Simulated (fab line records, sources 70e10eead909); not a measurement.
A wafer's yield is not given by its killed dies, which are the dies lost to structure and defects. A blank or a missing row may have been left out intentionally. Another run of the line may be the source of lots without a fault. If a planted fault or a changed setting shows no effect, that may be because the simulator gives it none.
Comparing a struck lot with a sound one	flow nand_harc	15 steps out of a route of 1302
Sound: these wafers, L830.1, L830.2, L830.4. Wafers struck: L834.3, L834.4, L834.5. The cause is given at the end.
At each step with rows: each side's tool, then ch and its chambers, then its first start. Under that, the readings that differ: sound wafers	struck wafers	difference of the means	sigmas: that difference in standard deviations of wafers without a fault.
alike: readings whose means differ by less than 2 such deviations, and words and numbers that are the same on both sides. not compared: withheld readings, readings that some wafer has no value for, bounds like >300 that may hide the same value, and numbers for which the record gives no deviation and whose values overlap.
The two part at a step that has a row with sigmas, a row that says differs or no value, or rows on one side only. Non-overlapping numbers with no deviation appear without sigmas and do not part them. Lack of a reading on every wafer of one side parts them only where that side has two or more wafers.

first, 1 step without rows for these wafers: NHARC_P_GATE_STRIP_96 (strips in SPM, time 900 s).
NHARC_P_GATE_RTA_64: time 1 s.
  sound on rtp_anneal-01 ch 0, day 6 15:18; struck on rtp_anneal-01 ch 0, day 8 00:53
  alike: lamp_power_pct, lamp_zone_3_pct, wafer_temp_C_max
then, 1 step without rows for these wafers: NHARC_P_GATE_ETCH_77 (etches SiO2 in dHF, target depth 6 nm).
NHARC_P_GATE_DEGAS_109: time 60 s.
  sound on pvd_sputter-02, day 6 15:37; struck on pvd_sputter-02, day 8 01:09
  alike: heater_power_w, susceptor_temp_C
then, 3 steps without rows for these wafers: NHARC_P_GATE_PRE_CLEAN_110 (time 30 s); NHARC_P_GATE_SPUTTER_78 (material Ni, target thk 10 nm); NHARC_P_GATE_SPUTTER_79 (material TiN, target thk 10 nm).
NHARC_P_GATE_RTA_80: time 30 s.
  sound on rtp_anneal-01 ch 0, day 6 15:54; struck on rtp_anneal-01 ch 0, day 8 01:34
  alike: lamp_power_pct, lamp_zone_3_pct, wafer_temp_C_max
then, 2 steps without rows for these wafers: NHARC_P_GATE_STRIP_67 (strips in SPM, time 600 s); NHARC_P_GATE_RTA_82 (time 30 s).
NHARC_P_GATE_INSPECT_68:
  sound on defect_inspect-02, day 6 16:34; struck on defect_inspect-01, day 8 02:10
  alike: raw_defect_count
NHARC_P_CONTACT_DEP_30: deposits SiNx, target thk 30 nm.
  sound on pecvd-03 ch 0,1,2, day 6 16:39; struck on pecvd-03 ch 0,2, day 8 02:18
  alike: heater_power_outer_w, heater_power_w, susceptor_temp_C
NHARC_P_CONTACT_DEP_00: deposits SiO2, target thk 500 nm.
  sound on pecvd-03 ch 0,1,2, day 6 16:53; struck on pecvd-03 ch 0,2, day 8 02:32
  no value came back on the struck wafers for any of 5 readings (chamber_pressure_Torr (Torr), flow_sccm (sccm) and others); on the sound wafers chamber_pressure_Torr (Torr) reads 6.483 6.505 6.468
NHARC_P_CONTACT_CMP_01: polishes SiO2, target thk 200 nm.
  sound on cmp-01 ch 0,1,2, day 6 17:22; struck on cmp-01 ch 0,2,3, day 8 02:56
reading	sound	struck	difference	sigmas
retaining_ring_pressure_frac	0.989 0.996 0.999	1.004 1.001 1.012	+0.011	+2
  alike: motor_current_A
-- break in the record here, with 19 days between the starts of the struck wafers on either side (left off in module P_CONTACT, picked up again in module END, where the first step shown is number 1302 on the route) --
NHARC_END_SORT_01:
  here the record holds rows for the struck wafers (prober-02 ch 0, day 27 01:59) but none for the sound ones

== WHERE THEY PART ==
Last at NHARC_END_SORT_01 as far as this record goes, first at NHARC_P_CONTACT_DEP_00.

WHY: whatever the simulator had introduced
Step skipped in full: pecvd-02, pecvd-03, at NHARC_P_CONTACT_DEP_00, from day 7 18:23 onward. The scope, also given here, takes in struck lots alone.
